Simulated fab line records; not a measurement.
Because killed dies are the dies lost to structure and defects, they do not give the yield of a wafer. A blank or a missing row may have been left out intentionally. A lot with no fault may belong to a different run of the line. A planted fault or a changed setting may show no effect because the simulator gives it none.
Comparing a struck lot with a sound one + flow nand-harc + 17 out of 1302 route steps
Sound: the wafers L154.1, L154.4, L154.6. Wafers struck: L165.1, L165.2. The cause comes at the end.
At each step with rows: each side's tool, then ch and its chambers, then its first start. Under that, the readings that differ: sound wafers + struck wafers + difference of the means + sigmas: that difference in standard deviations of wafers without a fault.
alike: readings whose means differ by less than 2 such deviations, and words and numbers that are the same on both sides. not compared: withheld readings, readings that some wafer has no value for, bounds like >300 that may hide the same value, and numbers for which the record gives no deviation and whose values overlap.
Wherever a step has rows on one side only, a row that says differs or no value, or a row with sigmas, the two part there. Numbers that don't overlap but have no deviation are shown without sigmas and don't part them. Lack of a reading on every wafer of one side parts them only where that side has two or more wafers.

NHARC_P_GATE_CD_MEAS_46 targets a cd of 720 nm.
  sound on cd-sem-01 ch 0, day 7 01:49; struck on cd-sem-02 ch 0, day 11 13:44
  alike: cd-nm
then, 1 step without rows for these wafers: NHARC_P_GATE_HARDBAKE_47 (time 80 s).
NHARC_P_GATE_DESCUM_48: chemistry O2, time 3 s.
  sound on rie-diel-05 ch 1,2, day 7 01:59; struck on rie-diel-08 ch 2,3, day 11 13:55
| reading                         | sound          | struck    | difference | sigmas |
|---------------------------------|----------------|-----------|------------|--------|
| showerhead-plenum-p-Torr (Torr) | 1.92 1.98 1.92 | 1.79 1.82 | -0.13      | -2     |
  alike: drypump-motor-current-A, mfc-ar-sccm, oes-product-au, rf-vpp-V, throttle-valve-pct
  not compared: rf-hours-counter-h
then, 1 step without rows for these wafers: NHARC_P_GATE_IMPLANT_49.
NHARC_P_GATE_STRIP_111: strips in N2/H2, time 250 s.
  sound on plasma-asher-02 ch 0,1, day 7 02:22; struck on plasma-asher-02 ch 0,1, day 11 14:16
  alike: drypump-motor-current-A, heater-power-w
  not compared: rf-hours-counter-h
NHARC_P_GATE_STRIP_75: strips in O2.
  sound on plasma-asher-02 ch 0,1, day 7 02:40; struck on plasma-asher-02 ch 0,1, day 11 14:34
  alike: drypump-motor-current-A, heater-power-w
  not compared: rf-hours-counter-h
then, 6 steps without rows for these wafers: NHARC_P_GATE_STRIP_50 (strips in SPM, time 900 s); NHARC_P_GATE_DEHYDRATE_51 (time 120 s); NHARC_P_GATE_HMDS_52 (time 30 s); NHARC_P_GATE_COAT_53; NHARC_P_GATE_SOFTBAKE_54 (time 95 s); NHARC_P_GATE_EBR_55.
NHARC_P_GATE_EXPOSE_56: exposes mask P PSD, target cd 720 nm.
  sound on krf-scanner-03 ch 0, day 7 03:26; struck on krf-scanner-02 ch 0, day 11 15:12
  alike: mask, exposure-dose-mJ-cm2
then, 2 steps without rows for these wafers: NHARC_P_GATE_PEB_57 (peb time 85 s); NHARC_P_GATE_DEVELOP_58 (time 70 s).
NHARC_P_GATE_CD_MEAS_59 targets a cd of 720 nm.
  sound on cd-sem-03 ch 0, day 7 03:35; struck on cd-sem-03 ch 0, day 11 15:22
| reading    | sound             | struck      | difference | sigmas |
|------------|-------------------|-------------|------------|--------|
| cd-nm (nm) | 718.3 717.9 717.3 | 748.4 744.0 | +28.4      | +17    |
then, 1 step without rows for these wafers: NHARC_P_GATE_HARDBAKE_60 (time 80 s).

== WHERE THEY PART ==
Last at NHARC_P_GATE_CD_MEAS_59 as far as this record goes, first at NHARC_P_GATE_DESCUM_48.

WHY: what had been put in by the simulator
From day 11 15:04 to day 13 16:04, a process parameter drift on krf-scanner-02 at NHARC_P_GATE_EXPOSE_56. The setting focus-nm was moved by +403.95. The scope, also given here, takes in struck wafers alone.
